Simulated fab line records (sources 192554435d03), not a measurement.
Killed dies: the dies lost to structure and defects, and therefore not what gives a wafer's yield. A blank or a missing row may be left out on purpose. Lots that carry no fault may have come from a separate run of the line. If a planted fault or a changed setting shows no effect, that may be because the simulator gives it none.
Struck lot and sound lot, side by side ; flow n5-finfet ; 14 steps out of a route of 1938
Sound: the wafers L729.2, L729.4, L729.6. Struck: wafer L736.3; the same lot's L736.4 was not struck, so it is left out; see the end for the cause.
Per side, at each step with rows, come the tool, then ch with its chambers, and then its first start. Under that, the readings that differ: sound wafers ; struck wafers ; difference of the means ; sigmas: that difference in standard deviations of wafers without a fault.
alike: readings whose means differ by less than 2 such deviations, and words and numbers that are the same on both sides. not compared: withheld readings, readings that some wafer has no value for, bounds like >300 that may hide the same value, and numbers for which the record gives no deviation and whose values overlap.
A row with sigmas, a row that says differs or no value, or rows on one side alone: a step with any of these is where the two part. When numbers do not overlap yet have no deviation, they are printed without sigmas and do not part them. A reading that every wafer of one side lacks parts them only if that side has two wafers or more.

N5_BEOL_M6_STRIP_80: strips in N2/H2, time 10 s.
  sound on rie-diel-05 ch 2,3; struck on rie-diel-01 ch 2
  alike: drypump-motor-current-A, oes-product-au, rf-vpp-V, showerhead-plenum-p-Torr, throttle-valve-pct
  not compared: rf-hours-counter-h
N5_BEOL_M6_OCD_MEAS_38:
  sound on ocd-02 at day 10 18:16; struck on ocd-02 at day 13 09:14
  alike: trench-depth-nm
then, 4 steps without rows for these wafers: N5_BEOL_M6_HM_STRIP_39 (strips TiN in peroxide tin strip, target depth 25 nm, time 158 s); N5_BEOL_M6_SRD_40 (time 30 s); N5_BEOL_M6_PRECLEAN_42 (cleans in residue remover, time 60 s); N5_BEOL_M6_SRD_43 (time 30 s).
N5_BEOL_M6_CD_MEAS_35: target cd 40 nm, target cd y 28 nm.
  sound on cd-sem-01 at day 10 18:25; struck on cd-sem-02 at day 13 09:23
  alike: cd-nm
N5_BEOL_M6_CURE_75: cures SiCOH lowk, time 120 s.
  sound on uv-cure-02 ch 0, day 10 18:31; struck on uv-cure-01 ch 2, day 13 09:40
  alike: lamp-power-pct, wafer_temp_C_max
N5_BEOL_M6_DEGAS_44: time 60 s.
  sound on pvd-sputter-01 at day 10 18:47; struck on pvd-sputter-02 at day 13 09:59
  alike: heater-power-w
N5_BEOL_M6_PRE_CLEAN_45: time 30 s.
  sound on pvd-sputter-01 at day 10 18:50; struck on pvd-sputter-02 at day 13 10:01
  alike: heater-power-w
then, 2 steps without rows for these wafers: N5_BEOL_M6_ALD_77 (deposits TaN, target thk 2 nm, pulse time 2 s, purge time 3 s); N5_BEOL_M6_SURFACE_TREAT_79.
N5_BEOL_M6_CVD_78: deposits Co from CCTBA/H2, target thk 2 nm, time 142.3 s.
  sound on cvd-co-02 ch 1,2, day 10 19:28; struck on cvd-co-02 ch 1, day 13 10:32
reading;sound;struck;difference;sigmas
run-length-s (s);165.0 165.2 164.8;134.7;-30.3;-87
N5_BEOL_M6_SPUTTER_48: material Cu, target thk 10 nm, time 1.667 s.
  sound on pvd-sputter-01 at day 10 20:45; struck on pvd-sputter-03 at day 13 10:40
  alike: chuck-gas-flow-sccm, throttle-valve-pct

== WHERE THEY PART ==
Only at N5_BEOL_M6_CVD_78, within this record. Later steps at which nothing parts them and some readings are alike: N5_BEOL_M6_SPUTTER_48.

WHY: what the simulator had put in
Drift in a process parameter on cvd-co-02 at N5_BEOL_M6_CVD_78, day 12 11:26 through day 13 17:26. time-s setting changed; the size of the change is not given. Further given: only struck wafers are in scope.
